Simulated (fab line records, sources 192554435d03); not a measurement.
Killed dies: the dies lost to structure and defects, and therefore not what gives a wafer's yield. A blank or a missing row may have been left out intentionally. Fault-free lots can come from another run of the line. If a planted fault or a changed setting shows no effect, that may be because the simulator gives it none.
Split-lot experiment | flow n5-finfet | 21 wafers read across 7 lots, on a route 1938 steps long

## THE SPLIT
At N5_BEOL_M7_ETCH_41 (etches SiCN in CH3F/O2, target depth 31.9 nm, time 57.8 s), the setting source-w was moved away from the recipe's 395 W on 13 of the 21 wafers read, by -13.8% to +9.7%. The other wafers ran this setting at the recipe's value.

The reading is taken at the split's own step.

## THE READING
rf-vpp-V, in V, at N5_BEOL_M7_ETCH_41 (etches SiCN in CH3F/O2, target depth 31.9 nm, time 57.8 s). A value of 297.6 V with a standard deviation of 1.4 V is what fault-free wafers of this fab line usually give.

wafer  | tool, chamber at the split | source-w as run, W | against the recipe | rf-vpp-V, V | against lot-mates on the recipe
L080.4 | rie-diel-02, 1             | 433.4              | +9.7%              | 287.8       | no lot-mate on the recipe
L080.5 | rie-diel-02, 2             | 433.4              | +9.7%              | 288.8       | no lot-mate on the recipe
L080.6 | rie-diel-02, 3             | 433.4              | +9.7%              | 290.6       | no lot-mate on the recipe
L084.2 | rie-diel-04, 1             | 368.3              | -6.8%              | 305.2       | +7.8
L084.4 | rie-diel-04, 3             | 395                | recipe             | 297.4       | -
L084.5 | rie-diel-04, 0             | 368.3              | -6.8%              | 307.1       | +9.7
L086.1 | rie-diel-04, 2             | 395                | recipe             | 295.5       | -
L086.2 | rie-diel-04, 0             | 432.2              | +9.4%              | 289.1       | -6.4
L086.3 | rie-diel-04, 1             | 432.2              | +9.4%              | 289.5       | -6.0
L092.2 | rie-diel-04, 3             | 395                | recipe             | 297.9       | -
L092.4 | rie-diel-04, 0             | 395                | recipe             | 297.1       | -
L092.5 | rie-diel-04, 2             | 395                | recipe             | 295.0       | -
L093.3 | rie-diel-02, 0             | 356.2              | -9.8%              | 306.6       | +8.4
L093.4 | rie-diel-02, 1             | 356.2              | -9.8%              | 304.5       | +6.3
L093.6 | rie-diel-02, 2             | 395                | recipe             | 298.2       | -
L094.1 | rie-diel-04, 1             | 424.2              | +7.4%              | 289.4       | -7.7
L094.5 | rie-diel-04, 0             | 395                | recipe             | 297.1       | -
L094.6 | rie-diel-04, 2             | 424.2              | +7.4%              | 287.6       | -9.5
L097.2 | rie-diel-02, 3             | 340.3              | -13.8%             | 313.9       | +15.6
L097.4 | rie-diel-02, 1             | 340.3              | -13.8%             | 311.6       | +13.3
L097.6 | rie-diel-02, 3             | 395                | recipe             | 298.3       | -

THE FIT
A straight line over all 21 wafers: rf-vpp-V changes by -0.994 V for each +1% of source-w; r = -0.98; the points scatter about the line by 1.7 V.
The same after taking each lot's own level away (the mean of its wafers on the recipe; 18 wafers): -0.941 V for each +1%; r = -0.97; scatter 1.8 V.
On that fit, the largest move of source-w shifts the reading by 13 V.
Measured against the standard deviation above, the lots' own levels, which go from 295.50 to 298.30 V, span 2.0 times it.
So the lot-to-lot level changes the slope little: the two slopes agree.
Check: for one of the wafers moved furthest among these (-13.8%), held out of the fit, the line's prediction against its lot-mates is +12.7 V. Against them it came out at +15.6 V.
Tool readings at the split's step, against how far the setting was moved: rf-vpp-V r = -0.98.

## ADDITIONAL SPLITS CARRIED BY THESE WAFERS
Before the reading, these wafers also passed through other splits. Each is held against what the fit with the lots' levels taken away leaves over:
other split on the same wafers    | wafers away from the commonest value | r with rf-vpp-V (lot level and that fit taken away)
N5_BEOL_M6_COAT_63 spin-rpm       | 9                                    | +0.03
N5_BEOL_M7_HM_DEP_02 target-thk-a | 8                                    | +0.00
N5_BEOL_M7_COAT_60 spin-rpm       | 7                                    | +0.26
N5_BEOL_M7_DESCUM_33 time-s       | 7                                    | +0.43

## THE FILE'S OWN FIT
rf-vpp-V changes by -0.948 V for each +1% of source-w, r = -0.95.
